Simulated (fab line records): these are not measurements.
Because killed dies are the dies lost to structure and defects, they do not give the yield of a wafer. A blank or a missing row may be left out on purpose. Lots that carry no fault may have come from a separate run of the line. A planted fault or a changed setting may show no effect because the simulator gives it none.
Chamber matching ; flow n5_finfet ; rie_diel-03 running N5_BEOL_M2_ETCH_70: 4 sister chambers
The step etches SOC in N2/H2, target depth 80 nm, overetch 24 nm, time 130 s. 7 wafers are shown with their chamber, then 9 later ones without.

== WAFERS, EACH WITH ITS CHAMBER ==
wafer;chamber;drypump_motor_current_A (A);throttle_valve_pct (%)
L081.6;1;5.93;18.32
L087.4;1;5.94;18.32
L087.6;2;6.08;17.74
L088.3;2;6.07;17.73
L089.1;3;5.88;17.53
L089.4;0;5.45;17.93
L089.6;0;5.44;17.93

== WAFERS WITHOUT THEIR CHAMBER ==
wafer;drypump_motor_current_A (A);throttle_valve_pct (%)
L091.2;5.94;18.35
L091.3;5.45;17.94
L091.5;5.95;18.33
L092.1;6.07;17.77
L092.4;5.44;17.94
L092.5;5.41;17.94
L095.1;5.95;18.37
L095.3;6.07;17.77
L095.6;6.09;17.78

== EACH ONE'S CHAMBER ==
wafer;from the rows above;in truth
L091.2;1;1
L091.3;0;0
L091.5;1;1
L092.1;2;2
L092.4;0;0
L092.5;0;0
L095.1;1;1
L095.3;2;2
L095.6;2;2
Correctly placed: 9 of 9. Number that these rows cannot place: 0. Wrongly placed: 0.
How it was worked out, from the rows above alone: a wafer's distance from a chamber is the root of the sum, over the readings, of the square of ((its reading less the chamber's mean) divided by the reading's scatter). The wafer belongs to the nearest chamber; if the next one is less than 2 further off, it can't be placed. For every chamber, the mean is computed from those of its wafers that are shown. The scatter: the root of (the sum of the squares of (reading less its chamber's mean) over the shown wafers, divided by (wafers less chambers)).
